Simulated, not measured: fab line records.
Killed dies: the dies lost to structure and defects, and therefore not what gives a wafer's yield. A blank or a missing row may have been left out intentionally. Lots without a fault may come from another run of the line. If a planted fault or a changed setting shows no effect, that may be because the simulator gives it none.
Which tool did it? ; flow n5Finfet ; 11 lots with 33 wafers sampled at 5 steps, on a route of 1938 steps

== WHAT THE GAUGES SHOWED, per wafer ==
N5_MOL_CONTACT_COAG_INSPECT_57: inspects for defects (brightfield).
lot;measured;on;rawDefectCount
L075;day 5 10:54;defectInspect-01;291 184 230
L078;day 6 04:01;defectInspect-01;243 228 163
L080;day 6 17:16;defectInspect-01;204 200 202
L082;day 7 08:53;defectInspect-02;218 301 207
L084;day 7 17:38;defectInspect-02;181 246 197
L086;day 8 09:09;defectInspect-01;293 207 343
L088;day 9 02:15;defectInspect-01;243 187 124
L091;day 9 06:42;defectInspect-02;152 184 238
L092;day 9 18:52;defectInspect-01;230 200 150
L094;day 10 06:40;defectInspect-01;230 138 165
L096;day 10 20:32;defectInspect-01;172 224 232

== WHICH TOOL RAN EACH LOT (tool, then ch and the chambers of the sampled wafers, then the start) ==
lot;N5_MOL_CONTACT_COAG_ETCH_59;N5_MOL_CONTACT_COAG_ETCH_110;N5_MOL_CONTACT_COAG_SIL_ANNEAL_21;N5_MOL_CONTACT_COAG_CMP_23
L075;rieDiel-03 ch 0,1,3, day 5 01:21;rieDiel-03 ch 0,1,3, day 5 01:36;rtpAnneal-02 ch 0, day 5 03:40;cmp-04 ch 0,1,2, day 5 06:57
L078;rieDiel-03 ch 2,3, day 5 17:13;rieDiel-03 ch 2,3, day 5 17:28;rtpAnneal-01 ch 0, day 5 18:58;cmp-04 ch 0,2, day 5 23:21
L080;rieDiel-03 ch 0,1,2, day 6 06:43;rieDiel-03 ch 0,1,2, day 6 06:57;rtpAnneal-01 ch 0, day 6 08:19;cmp-02 ch 0,3, day 6 13:32
L082;rieDiel-01 ch 1,2,3, day 6 15:51;rieDiel-01 ch 1,2,3, day 6 16:05;rtpAnneal-01 ch 0, day 7 01:53;cmp-01 ch 0,1,2, day 7 04:59
L084;rieDiel-06 ch 0,2, day 7 04:06;rieDiel-06 ch 0,2, day 7 04:20;rtpAnneal-01 ch 0, day 7 08:10;cmp-04 ch 0,1,3, day 7 13:53
L086;rieDiel-03 ch 0,2,3, day 7 22:16;rieDiel-03 ch 0,2,3, day 7 22:31;rtpAnneal-01 ch 0, day 8 02:32;cmp-02 ch 0,1,3, day 8 05:30
L088;rieDiel-01 ch 0,1, day 8 05:32;rieDiel-01 ch 0,1, day 8 05:47;rtpAnneal-01 ch 0, day 8 13:50;cmp-02 ch 1,2, day 8 20:32
L091;rieDiel-06 ch 0,1,2, day 8 22:16;rieDiel-06 ch 0,1,2, day 8 22:31;rtpAnneal-01 ch 0, day 8 23:54;cmp-04 ch 2,3, day 9 02:55
L092;rieDiel-03 ch 0,2,3, day 9 08:48;rieDiel-03 ch 0,2,3, day 9 09:03;rtpAnneal-01 ch 0, day 9 10:20;cmp-04 ch 0,1,3, day 9 13:51
L094;rieDiel-06 ch 0,1,3, day 9 22:29;rieDiel-06 ch 0,1,3, day 9 22:43;rtpAnneal-01 ch 0, day 10 00:05;cmp-02 ch 0,2,3, day 10 03:04
L096;rieDiel-03 ch 1,2,3, day 10 11:22;rieDiel-03 ch 1,2,3, day 10 11:37;rtpAnneal-02 ch 0, day 10 12:46;cmp-02 ch 1,2, day 10 16:53
- N5_MOL_CONTACT_COAG_ETCH_59: etches underlayer in N2/H2, target depth 13 nm, time 10.4 s.
- N5_MOL_CONTACT_COAG_ETCH_110: etches Si in CF4/O2, target depth 2.5 nm, time 8 s.
- N5_MOL_CONTACT_COAG_SIL_ANNEAL_21: time 60 s.
- N5_MOL_CONTACT_COAG_CMP_23: polishes, stops on SiO2, t overpolish 1.5 s, target thk 0 nm.

== THE ANSWER, worked out from the rows above alone ==
Rule: the lots themselves supply what counts as usual. Put in order of their means at a reading, lots are off if they are a third of the lots or fewer, leave a main group of 4 or more, and stand apart from it by a gap of 3 or more times the standard deviation of the main group's means; of several such gaps the widest counts. If all means in a main group match to the digits the tables above print for the reading, that group is not used. A lot without any number at a reading at which 4 lots or more have one is off too. Where the step has rows for the other lots, those lots are counted as sound.
Across all readings shown, no lot is off: no conclusion can be drawn from this.

== WHAT THE SIMULATOR HAD PUT IN ==
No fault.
